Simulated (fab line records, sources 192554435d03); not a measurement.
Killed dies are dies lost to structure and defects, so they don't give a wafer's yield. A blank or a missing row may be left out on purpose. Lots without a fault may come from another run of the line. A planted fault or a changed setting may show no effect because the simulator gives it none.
A struck lot beside a sound one | flow n5_finfet | 37 steps out of a route of 1938
Sound: wafers L341.1, L341.2, L341.3. Struck: wafers L333.3, L333.5, L333.6. The cause comes at the end.
At each step with rows: each side's tool, then ch and its chambers, then its first start. Under that, the readings that differ: sound wafers | struck wafers | difference of the means | sigmas: that difference in standard deviations of wafers without a fault.
alike: readings whose means differ by less than 2 such deviations, and words and numbers that are the same on both sides. not compared: withheld readings, readings that some wafer has no value for, bounds like >300 that may hide the same value, and numbers for which the record gives no deviation and whose values overlap.
The two part at a step that has a row with sigmas, a row that says differs or no value, or rows on one side only. Numbers that don't overlap but have no deviation are shown without sigmas and don't part them. A reading that every wafer of one side lacks parts them only if that side has two wafers or more.

first, 9 steps without rows for these wafers: N5_WELL_APT_HMDS_01 (time 60 s); N5_WELL_APT_COAT_02 (resist thk 950 nm); N5_WELL_APT_EBR_04; N5_WELL_APT_SOFTBAKE_03 (time 60 s); N5_WELL_APT_EXPOSE_05 (exposes mask NWELL, defocus 0 nm, target cd 200 nm); N5_WELL_APT_PEB_06 (peb time 90 s); N5_WELL_APT_DEVELOP_07 (develop time 45 s); N5_WELL_APT_HARDBAKE_12 (time 120 s); N5_WELL_APT_DESCUM_13 (chemistry O2, time 7.9 s).
N5_WELL_APT_IMPLANT_14:
  sound on implanter-01 ch 0, day 7 08:02; struck on implanter-02 ch 0, day 5 08:10
  reading            | sound                            | struck                           | difference  | sigmas
  dose_ions_cm2      | 1.4982e+13 1.4992e+13 1.5019e+13 | 1.7541e+13 1.7537e+13 1.7547e+13 | +2.5440e+12 | +99 or more
  faraday_current_uA | 191 186 183                      | 235 226 217                      | +39         | +10
then, 25 steps without rows for these wafers: N5_WELL_APT_IMPLANT_15; N5_WELL_APT_STRIP_16 (strips in SPM, time 900 s); N5_WELL_APT_HMDS_18 (time 60 s); N5_WELL_APT_COAT_19 (resist thk 950 nm); N5_WELL_APT_EBR_21; N5_WELL_APT_SOFTBAKE_20 (time 60 s); N5_WELL_APT_EXPOSE_22 (exposes mask PWELL, defocus 0 nm, target cd 200 nm); N5_WELL_APT_PEB_23 (peb time 90 s); N5_WELL_APT_DEVELOP_24 (develop time 45 s); N5_WELL_APT_HARDBAKE_29 (time 120 s); N5_WELL_APT_DESCUM_30 (chemistry O2, time 7.9 s); N5_WELL_APT_IMPLANT_31; N5_WELL_APT_IMPLANT_32; N5_WELL_APT_STRIP_33 (strips in SPM, time 900 s); N5_WELL_APT_RTA_34 (time 10 s); N5_WELL_APT_OXIDE_STRIP_42 (strips SiO2 in dHF, time 45 s, target depth 12 nm); N5_WELL_APT_PRECLEAN_36 (cleans in O3/DIW, time 45 s); N5_WELL_APT_PRECLEAN_39 (cleans in dHF, time 60 s); N5_WELL_APT_SRD_37 (time 30 s); N5_WELL_APT_EPI_41 (deposits Si from SiH4/H2, target thk 50 nm, time 297.7 s); N5_PMOS_HMC_CHANNEL_EPI_HM_DEP_34 (deposits SiO2 from TEOS/O2, target thk 36 nm, time 6.9 s); N5_PMOS_HMC_CHANNEL_EPI_COAT_31 (time 60 s, resist thk 66 nm); N5_PMOS_HMC_CHANNEL_EPI_COAT_03 (resist thk 205 nm); N5_PMOS_HMC_CHANNEL_EPI_EBR_05; N5_PMOS_HMC_CHANNEL_EPI_SOFTBAKE_04 (time 60 s).
-- the record jumps here: 10 days lie between the struck wafers' starts before and after (it left off in module PMOS_HMC_CHANNEL_EPI and takes up again in module BEOL_M4, whose first step shown is number 1111 of the route) --
N5_BEOL_M4_RC_MEAS_101:
  sound on prober-01 ch 0, day 17 09:47; struck on prober-01 ch 0, day 15 09:01
  reading           | sound          | struck      | difference | sigmas
  RS_NWELL (ohm/sq) | 1044 1040 1039 | 958 958 955 | -84        | -12
  alike: DIBL_N, DIBL_P, IOFF_N, IOFF_P, ION_N, ION_P, SS_N, SS_P, VT_N, VT_P
then, 1 step without rows for these wafers: N5_PASSIVATION_PROBE_49.

WHERE THEY PART
First at N5_WELL_APT_IMPLANT_14; last, within this record, at N5_BEOL_M4_RC_MEAS_101.

WHY: what the simulator had put in
Process parameter drift: implanter-02, from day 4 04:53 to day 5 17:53, at N5_WELL_APT_IMPLANT_14. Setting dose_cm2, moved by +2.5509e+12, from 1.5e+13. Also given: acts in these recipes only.
